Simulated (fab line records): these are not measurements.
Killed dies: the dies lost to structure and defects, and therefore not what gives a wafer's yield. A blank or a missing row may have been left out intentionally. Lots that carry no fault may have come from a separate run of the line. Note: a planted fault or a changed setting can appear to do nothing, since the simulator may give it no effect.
Split-lot study || flow n5-finfet || 21 wafers read across 7 lots, on a route 1938 steps long

## SPLIT DETAILS
At N5_FIN_SAQP_PECVD_06 (deposits a-Si from SiH4/He, target thk 60 nm, time 48.1 s), the setting time-s was moved away from the recipe's 48.1 s on 5 of the 21 wafers read, by -10.5% to +13.5%. For the rest of the wafers, this setting stayed at what the recipe calls for.

## THE PATH FROM SPLIT TO READING: the file shows 1 step between them
- N5_FIN_SAQP_THK_MEAS_07

## THE READING
etch.depth-nm (the simulator's own value, which no gauge read), in nm, at N5_FIN_SAQP_MANDREL_ETCH_22 (etches a-Si in HBr/Cl2, stops on SiNx, target depth 60 nm, bt time 10 s, time 30 s). The file does not state a usual value for it. Here, 16 wafers ran the recipe; their average is 59.88 nm with a standard deviation of 0.6 nm.

{"wafer": "L074.1", "tool, chamber at the split": "pecvd-01, 1", "time-s as run, s": 43.65, "against the recipe": "-9.3%", "etch.depth-nm, nm": 53.48, "against lot-mates on the recipe": -6.72}
{"wafer": "L074.3", "tool, chamber at the split": "pecvd-01, 2", "time-s as run, s": 48.1, "against the recipe": "recipe", "etch.depth-nm, nm": 59.27, "against lot-mates on the recipe": "-"}
{"wafer": "L074.5", "tool, chamber at the split": "pecvd-01, 0", "time-s as run, s": 48.1, "against the recipe": "recipe", "etch.depth-nm, nm": 61.12, "against lot-mates on the recipe": "-"}
{"wafer": "L075.2", "tool, chamber at the split": "pecvd-04, 1", "time-s as run, s": 48.1, "against the recipe": "recipe", "etch.depth-nm, nm": 59.31, "against lot-mates on the recipe": "-"}
{"wafer": "L075.3", "tool, chamber at the split": "pecvd-04, 0", "time-s as run, s": 48.1, "against the recipe": "recipe", "etch.depth-nm, nm": 58.79, "against lot-mates on the recipe": "-"}
{"wafer": "L075.5", "tool, chamber at the split": "pecvd-04, 1", "time-s as run, s": 48.1, "against the recipe": "recipe", "etch.depth-nm, nm": 60.6, "against lot-mates on the recipe": "-"}
{"wafer": "L079.2", "tool, chamber at the split": "pecvd-03, 0", "time-s as run, s": 43.37, "against the recipe": "-9.8%", "etch.depth-nm, nm": 53.01, "against lot-mates on the recipe": -6.64}
{"wafer": "L079.3", "tool, chamber at the split": "pecvd-03, 1", "time-s as run, s": 48.1, "against the recipe": "recipe", "etch.depth-nm, nm": 59.57, "against lot-mates on the recipe": "-"}
{"wafer": "L079.4", "tool, chamber at the split": "pecvd-03, 2", "time-s as run, s": 48.1, "against the recipe": "recipe", "etch.depth-nm, nm": 59.73, "against lot-mates on the recipe": "-"}
{"wafer": "L080.1", "tool, chamber at the split": "pecvd-04, 1", "time-s as run, s": 48.1, "against the recipe": "recipe", "etch.depth-nm, nm": 60.4, "against lot-mates on the recipe": "-"}
{"wafer": "L080.2", "tool, chamber at the split": "pecvd-04, 0", "time-s as run, s": 54.57, "against the recipe": "+13.5%", "etch.depth-nm, nm": 67.33, "against lot-mates on the recipe": "+6.89"}
{"wafer": "L080.6", "tool, chamber at the split": "pecvd-04, 2", "time-s as run, s": 48.1, "against the recipe": "recipe", "etch.depth-nm, nm": 60.48, "against lot-mates on the recipe": "-"}
{"wafer": "L083.1", "tool, chamber at the split": "pecvd-03, 0", "time-s as run, s": 48.1, "against the recipe": "recipe", "etch.depth-nm, nm": 60.4, "against lot-mates on the recipe": "-"}
{"wafer": "L083.3", "tool, chamber at the split": "pecvd-03, 2", "time-s as run, s": 48.1, "against the recipe": "recipe", "etch.depth-nm, nm": 59.53, "against lot-mates on the recipe": "-"}
{"wafer": "L083.6", "tool, chamber at the split": "pecvd-03, 2", "time-s as run, s": 43.03, "against the recipe": "-10.5%", "etch.depth-nm, nm": 54.59, "against lot-mates on the recipe": -5.38}
{"wafer": "L084.1", "tool, chamber at the split": "pecvd-03, 2", "time-s as run, s": 48.1, "against the recipe": "recipe", "etch.depth-nm, nm": 59.95, "against lot-mates on the recipe": "-"}
{"wafer": "L084.2", "tool, chamber at the split": "pecvd-03, 0", "time-s as run, s": 48.1, "against the recipe": "recipe", "etch.depth-nm, nm": 59.32, "against lot-mates on the recipe": "-"}
{"wafer": "L084.3", "tool, chamber at the split": "pecvd-03, 1", "time-s as run, s": 48.1, "against the recipe": "recipe", "etch.depth-nm, nm": 59.51, "against lot-mates on the recipe": "-"}
{"wafer": "L096.1", "tool, chamber at the split": "pecvd-04, 2", "time-s as run, s": 48.1, "against the recipe": "recipe", "etch.depth-nm, nm": 59.79, "against lot-mates on the recipe": "-"}
{"wafer": "L096.3", "tool, chamber at the split": "pecvd-04, 1", "time-s as run, s": 48.1, "against the recipe": "recipe", "etch.depth-nm, nm": 60.24, "against lot-mates on the recipe": "-"}
{"wafer": "L096.4", "tool, chamber at the split": "pecvd-04, 0", "time-s as run, s": 53.93, "against the recipe": "+12.1%", "etch.depth-nm, nm": 68.78, "against lot-mates on the recipe": "+8.77"}

THE FIT
A straight line over all 21 wafers: etch.depth-nm changes by +0.629 nm for each +1% of time-s; r = +0.98; the points scatter about the line by 0.76 nm.
The same after taking each lot's own level away (the mean of its wafers on the recipe; 21 wafers): +0.616 nm for each +1%; r = +0.98; scatter 0.74 nm.
The reading moves by 8.3 nm for the largest change in time-s, on that fit.
Measured against the standard deviation above, the lots' own levels, which go from 59.567 to 60.440 nm, span 1.5 times it.
Consequently the slope shifts little with the lot-to-lot level, the two slopes agreeing.
Check: with one of the wafers moved furthest among these (+13.5%) left out of the fit, the line predicts +8.99 nm for it against its lot-mates. It came out at +6.89 nm against them.

## THE OTHER SPLITS THESE WAFERS WENT THROUGH
Note: prior to the reading, these wafers also went through further splits. Each is held against what the fit with the lots' levels taken away leaves over:
{"other split on the same wafers": "N5_ZERO_LAYER_EXPOSE_08 dose-mj", "wafers away from the commonest value": 8, "r with etch.depth-nm (lot level and that fit taken away)": -0.36}
{"other split on the same wafers": "N5_WELL_APT_COAT_02 spin-rpm", "wafers away from the commonest value": 6, "r with etch.depth-nm (lot level and that fit taken away)": "+0.12"}

## THE WHOLE CHAIN: every reading that the file lists as answering this split, in the file's order
{"step": "N5_FIN_SAQP_PECVD_06", "what it does": "deposits a-Si from SiH4/He, target thk 60 nm, time 48.1 s", "reading": "a-Si_of_FIN_SAQP_PECVD_06.thk-nm (the simulator's own value, which no gauge read)", "change (the file's fit)": "+0.616 nm for each +1% of the setting", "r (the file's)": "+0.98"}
{"step": "N5_FIN_SAQP_THK_MEAS_07", "what it does": "", "reading": "thk-nm", "change (the file's fit)": "withheld for each +1% of the setting", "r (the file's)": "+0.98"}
{"step": "N5_FIN_SAQP_MANDREL_ETCH_22", "what it does": "etches a-Si in HBr/Cl2, stops on SiNx, target depth 60 nm, bt time 10 s, time 30 s", "reading": "etch.depth-nm (the simulator's own value, which no gauge read)", "change (the file's fit)": "+0.616 nm for each +1% of the setting", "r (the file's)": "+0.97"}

## THE FILE'S OWN FIT
etch.depth-nm changes by +0.616 nm for each +1% of time-s, r = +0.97.
